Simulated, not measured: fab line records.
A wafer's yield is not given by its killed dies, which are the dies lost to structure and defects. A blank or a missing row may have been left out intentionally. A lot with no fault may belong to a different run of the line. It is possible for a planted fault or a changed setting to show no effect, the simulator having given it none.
The tool behind it: which one? -- flow n5_finfet -- 8 lots, 24 wafers sampled, at 3 steps of a route of 1938

WHAT THE GAUGES READ, wafer by wafer
N5_BEOL_M2_INSPECT_13: inspects for defects (brightfield).
lot,measured,on,raw_defect_count
L242,day 6 12:05,defect_inspect-01,428 374 407
L244,day 6 23:33,defect_inspect-01,565 448 369
L251,day 8 18:22,defect_inspect-02,464 417 466
L255,day 9 19:13,defect_inspect-02,862 386 440
L256,day 10 05:54,defect_inspect-02,851 815 300
L261,day 11 05:23,defect_inspect-01,304 400 434
L263,day 11 18:17,defect_inspect-02,468 414 465
L265,day 12 04:50,defect_inspect-02,509 310 433

TOOL THAT RAN EACH LOT (tool first, then ch and the chambers of the sampled wafers, then the start)
lot,N5_BEOL_M2_PECVD_72,N5_BEOL_M2_HM_DEP_02
L242,"pecvd-03 ch 0,2, day 6 09:47","pvd_sputter-02, day 6 11:36"
L244,"pecvd-01 ch 0,2, day 6 23:01","pvd_sputter-02, day 6 23:04"
L251,"pecvd-03 ch 0,2, day 8 17:41","pvd_sputter-01, day 8 17:45"
L255,"pecvd-03 ch 0,1, day 9 18:18","pvd_sputter-02, day 9 18:44"
L256,"pecvd-03 ch 0,1, day 10 04:47","pvd_sputter-02, day 10 05:25"
L261,"pecvd-02 ch 0,1,2, day 11 03:05","pvd_sputter-03, day 11 04:46"
L263,"pecvd-01 ch 0,1, day 11 17:44","pvd_sputter-01, day 11 17:48"
L265,"pecvd-01 ch 0,2, day 12 03:32","pvd_sputter-03, day 12 04:19"
- N5_BEOL_M2_PECVD_72: deposits SiO2 from TEOS/O2, target thk 16 nm, time 18 s.
- N5_BEOL_M2_HM_DEP_02: deposits TiN, target thk 20 nm.

THE ANSWER, worked out from the rows above alone
Rule: usual is defined by the lots themselves. Put in order of their means at a reading, lots are off if they are a third of the lots or fewer, leave a main group of 4 or more, and stand apart from it by a gap of 3 or more times the standard deviation of the main group's means; of several such gaps the widest counts. If all means in a main group match to the digits the tables above print for the reading, that group is not used. A lot without any number at a reading at which 4 lots or more have one is off too. Where the step has rows for the other lots, those lots are counted as sound.
Off: L255, L256 (N5_BEOL_M2_INSPECT_13, raw_defect_count). The main group: mean 426, standard deviation 29.
A tool fits if, at a process step before that reading, it ran every lot that is off, and no sound lot after the first of them. Gauges at N5_BEOL_M2_INSPECT_13: tried the same way as those tools. Undecided on this evidence; 2 tools fit (pecvd-03 at N5_BEOL_M2_PECVD_72, pvd_sputter-02 at N5_BEOL_M2_HM_DEP_02).

WHAT THE SIMULATOR PUT IN
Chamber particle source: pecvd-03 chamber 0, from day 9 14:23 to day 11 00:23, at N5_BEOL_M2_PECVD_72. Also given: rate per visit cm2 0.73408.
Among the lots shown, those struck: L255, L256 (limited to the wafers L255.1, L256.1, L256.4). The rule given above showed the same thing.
